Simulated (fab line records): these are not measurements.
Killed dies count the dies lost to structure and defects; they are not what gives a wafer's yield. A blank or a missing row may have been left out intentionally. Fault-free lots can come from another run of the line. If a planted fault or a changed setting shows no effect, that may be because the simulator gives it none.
Chamber matching ; flow nand harc ; NHARC_A_SLIT_DEP_25 on pecvd-03: 3 sister chambers
The step deposits SiO2, target thk 200 nm. 27 wafers are shown with their chamber, then 12 later ones without.

WAFERS, EACH WITH ITS CHAMBER
wafer;chamber;throttle valve pct (%);heater power w (W);susceptor temp C (C)
L074.1;0;16.5;545;399.76
L074.3;2;15.3;454;399.79
L074.6;1;16.5;483;399.99
L077.2;1;16.2;495;399.84
L077.4;1;16.3;510;399.74
L077.6;0;16.3;501;400.37
L078.1;1;16.5;484;400.36
L078.4;0;16.5;646;399.96
L078.6;1;16.4;510;400.39
L079.1;0;16.5;611;399.87
L079.4;1;16.4;508;399.94
L079.6;2;15.4;476;399.95
L076.2;2;15.4;465;399.81
L076.4;1;16.5;491;399.97
L076.5;0;16.7;540;400.27
L082.3;2;14.8;457;400.24
L082.4;0;16.5;622;400.09
L082.6;2;15.1;475;400.27
L084.1;1;16.6;406;400.30
L084.5;2;15.2;495;400.04
L084.6;1;16.6;423;400.23
L083.1;0;16.6;516;399.91
L083.5;2;15.0;434;400.03
L083.6;1;16.7;494;400.10
L089.3;1;16.5;510;400.22
L089.4;2;15.3;430;400.09
L089.6;0;16.7;594;400.21

SIGNATURES, as means of the wafers listed above
reading;chamber 0;chamber 1;chamber 2;scatter within a chamber
throttle valve pct;16.538;16.473;15.188;0.162
heater power w;571.88;483.09;460.75;38.7
susceptor temp C;400.0550;400.0982;400.0275;0.206
Rule: for each reading, subtract the chamber's mean from the wafer's reading, divide by that reading's scatter and square the result; add these up over the readings and take the root, which gives the wafer's distance from the chamber. If the next closest chamber is less than 2 further off than the closest, the wafer can't be placed; otherwise it belongs to the closest. The scatter: the root of (the sum of the squares of (reading less its chamber's mean) over the shown wafers, divided by (wafers less chambers)).

WAFERS WITH NO CHAMBER GIVEN
wafer;throttle valve pct (%);heater power w (W);susceptor temp C (C)
L090.2;16.7;595;399.93
L090.4;15.2;460;400.05
L090.5;16.8;598;399.93
L091.3;16.4;445;399.90
L091.4;15.3;356;399.97
L091.5;16.8;465;400.28
L093.1;16.6;631;400.13
L093.2;16.8;487;400.07
L093.5;16.7;484;399.95
L096.1;16.4;506;399.92
L096.3;16.6;603;400.13
L096.5;16.7;623;399.88

WHICH CHAMBER EACH ONE RAN IN
wafer;from the rows above;in truth
L090.2;0;0
L090.4;2;2
L090.5;can't be placed: 0 or 1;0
L091.3;1;1
L091.4;2;2
L091.5;can't be placed: 1 or 0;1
L093.1;0;0
L093.2;can't be placed: 1 or 0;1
L093.5;can't be placed: 1 or 0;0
L096.1;can't be placed: 1 or 0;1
L096.3;0;0
L096.5;0;0
Placed correctly: 7 of 12. From these rows, 5 cannot be placed; in 5 the true chamber is one of the candidates. Wrongly placed: 0.
